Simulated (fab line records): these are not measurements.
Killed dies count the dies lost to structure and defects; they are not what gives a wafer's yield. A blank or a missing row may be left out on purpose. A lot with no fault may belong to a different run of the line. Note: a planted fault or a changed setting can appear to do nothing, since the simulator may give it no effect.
8D (eight disciplines) problem report, filled in by code + flow n5Finfet + the parts of the form that need people (team, actions taken, sign-off) are left out

1. WHAT WENT WRONG
N5_HKMG_FIN_ETCH_67, rfFwdPowerW: mean 1044.7 W on 2 wafers (1 lot); fault-free wafers 844.1 W, standard deviation 2.9. Relative to the usual mean, that is a shift of +69 standard deviations.
The step: etches SOC in N2/H2, stops on TiN, target depth 388.9 nm.
The first sign was on wafer L515.2 at day 8 16:45, on rieDiel-02. Wafers with a number at this step in the record: 26, from 9 lots. By rule, "out" or "out of limits" means more than 4 standard deviations away from the usual mean. Any other wafer with a number is counted as sound.

2. WHAT IT IS, AND WHAT IT ISN'T
| question                    | is                  | is not                                                                                  |
|-----------------------------|---------------------|-----------------------------------------------------------------------------------------|
| which readings at this step | rfFwdPowerW, rfVppV | drypumpMotorCurrentA, n2FlowSccm, oesProductAu, showerheadPlenumPTorr, throttleValvePct |
| which lots                  | L515                | L501, L502, L503, L506, L507, L509, L510, L518                                          |
| which wafers of those lots  | L515.2, L515.3      | L515.4                                                                                  |
| read on which tools         | rieDiel-02          | rieDiel-03, rieDiel-06                                                                  |
| when                        | from day 8 16:45    | up to then (22 sound wafers); but 2 sound wafers of L518 came after                     |

3. THE SUSPECTS, EACH WITH WHAT RULES IT OUT
Counting: a tool at a process step up to the reading stays a suspect if it ran every lot that is out. Sound lots after the first of them don't rule it out here, since some wafers of a struck lot are sound.
- plasmaAsher-02 at N5_HKMG_FIN_STRIP_19 (strips in N2/H2, time 360 s): kept. It ran the lot that is out, L515 (day 8 14:58); its last sound lot up to then is L507 (day 6 16:11).
- rieDiel-02 at N5_HKMG_FIN_ETCH_67 (etches SOC in N2/H2, stops on TiN, target depth 388.9 nm): kept. It ran the lot that is out, L515 (day 8 16:45); its last sound lot up to then is L509 (day 7 08:07). Out on those wafers are its own readings of rfFwdPowerW, rfVppV.
- Within rieDiel-02 at N5_HKMG_FIN_ETCH_67: the wafers that are out ran in chamber 3; their sound lot-mates ran in chamber 0.
After counting, plasmaAsher-02 at N5_HKMG_FIN_STRIP_19 and rieDiel-02 at N5_HKMG_FIN_ETCH_67 remain.

4. THE CAUSE (what the simulator had put in)
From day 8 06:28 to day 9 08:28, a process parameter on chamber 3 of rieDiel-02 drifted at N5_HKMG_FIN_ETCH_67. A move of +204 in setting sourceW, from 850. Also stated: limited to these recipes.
After counting, 2 suspects remain, this tool included.

5. THE CHAIN OF EFFECTS, in route order
Each row: a reading whose mean over the struck wafers that have a number lies more than 3 standard deviations from the usual. Readings are gone through only where the record gives a usual standard deviation; hours: the median, over the lots, of the time from a lot's start at the first step in this table giving one to that lot's start at this step; sigmas: the change measured in usual standard deviations.
| hours | step                | reading     | usual   | on struck wafers | change | sigmas |
|-------|---------------------|-------------|---------|------------------|--------|--------|
| 0     | N5_HKMG_FIN_ETCH_67 | rfFwdPowerW | 844.1 W | 1044.7           | +200.6 | +69    |
| 0     | N5_HKMG_FIN_ETCH_67 | rfVppV      | 241.3 V | 224.1            | -17.2  | -13    |
The process steps in it:
- N5_HKMG_FIN_ETCH_67: etches SOC in N2/H2, stops on TiN, target depth 388.9 nm.
Later measuring or inspecting steps at which every struck wafer that the step has a row for has a number for every such reading, and none has moved that far: N5_BEOL_M4_RC_MEAS_101.

6. WHAT WOULD HAVE CAUGHT IT SOONER
10 hours passed between the start of the fault at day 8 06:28 and the first reading out of limits in this record, taken at day 8 16:45.
